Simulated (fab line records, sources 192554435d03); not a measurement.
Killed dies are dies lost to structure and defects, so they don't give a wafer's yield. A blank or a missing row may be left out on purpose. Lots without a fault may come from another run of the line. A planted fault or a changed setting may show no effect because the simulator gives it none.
Chamber matching | flow n5_finfet | N5_DUMMY_GATE_TRIM_49 on rie_si-02: 4 sister chambers
The step chemistry O2, time 29 s, target cd 14 nm. 16 wafers are shown with their chamber, then 8 later ones without.

WAFERS WITH THEIR CHAMBER
wafer  | chamber | throttle_valve_pct (%) | drypump_motor_current_A (A) | he_backside_leak_sccm (sccm)
L075.3 | 2       | 8.12                   | 5.7                         | 3.2
L075.4 | 0       | 8.05                   | 5.7                         | 2.9
L075.6 | 1       | 7.85                   | 5.3                         | 2.7
L079.2 | 2       | 8.12                   | 5.6                         | 3.2
L079.3 | 1       | 7.86                   | 5.3                         | 2.8
L079.6 | 1       | 7.86                   | 5.2                         | 2.6
L080.2 | 2       | 8.12                   | 5.7                         | 3.1
L080.3 | 3       | 7.83                   | 4.7                         | 2.5
L080.6 | 3       | 7.83                   | 4.8                         | 2.5
L084.2 | 1       | 7.84                   | 5.3                         | 2.7
L084.3 | 3       | 7.84                   | 4.8                         | 2.7
L084.6 | 1       | 7.86                   | 5.3                         | 2.6
L086.2 | 2       | 8.14                   | 5.7                         | 3.2
L086.4 | 0       | 8.06                   | 5.8                         | 2.9
L086.6 | 1       | 7.86                   | 5.3                         | 2.9
L089.3 | 1       | 7.87                   | 5.3                         | 2.8

SIGNATURES (means of the wafers above)
reading                 | chamber 0 | chamber 1 | chamber 2 | chamber 3 | scatter within a chamber
throttle_valve_pct      | 8.0550    | 7.8571    | 8.1250    | 7.8333    | 0.00894
drypump_motor_current_A | 5.750     | 5.286     | 5.675     | 4.767     | 0.0481
he_backside_leak_sccm   | 2.900     | 2.729     | 3.175     | 2.567     | 0.0951
Rule: a wafer's distance from a chamber is the root of the sum, over the readings, of the square of ((its reading less the chamber's mean) divided by the reading's scatter). The wafer belongs to the nearest chamber; if the next one is less than 2 further off, it can't be placed. The scatter: the root of (the sum of the squares of (reading less its chamber's mean) over the shown wafers, divided by (wafers less chambers)).

WAFERS WITHOUT THEIR CHAMBER
wafer  | throttle_valve_pct (%) | drypump_motor_current_A (A) | he_backside_leak_sccm (sccm)
L089.4 | 8.06                   | 5.7                         | 2.9
L089.6 | 7.86                   | 5.3                         | 2.9
L090.2 | 7.83                   | 4.7                         | 2.4
L090.4 | 7.86                   | 5.2                         | 2.9
L090.5 | 8.03                   | 5.7                         | 3.0
L093.1 | 8.06                   | 5.7                         | 2.9
L093.3 | 7.83                   | 4.7                         | 2.6
L093.4 | 8.13                   | 5.7                         | 3.2

WHICH CHAMBER EACH WENT THROUGH
wafer  | from the rows above | in truth
L089.4 | 0                   | 0
L089.6 | 1                   | 1
L090.2 | 3                   | 3
L090.4 | 1                   | 1
L090.5 | 0                   | 0
L093.1 | 0                   | 0
L093.3 | 3                   | 3
L093.4 | 2                   | 2
Placed correctly: 8 of 8. Can't be placed from these rows: 0. Placed wrongly: 0.
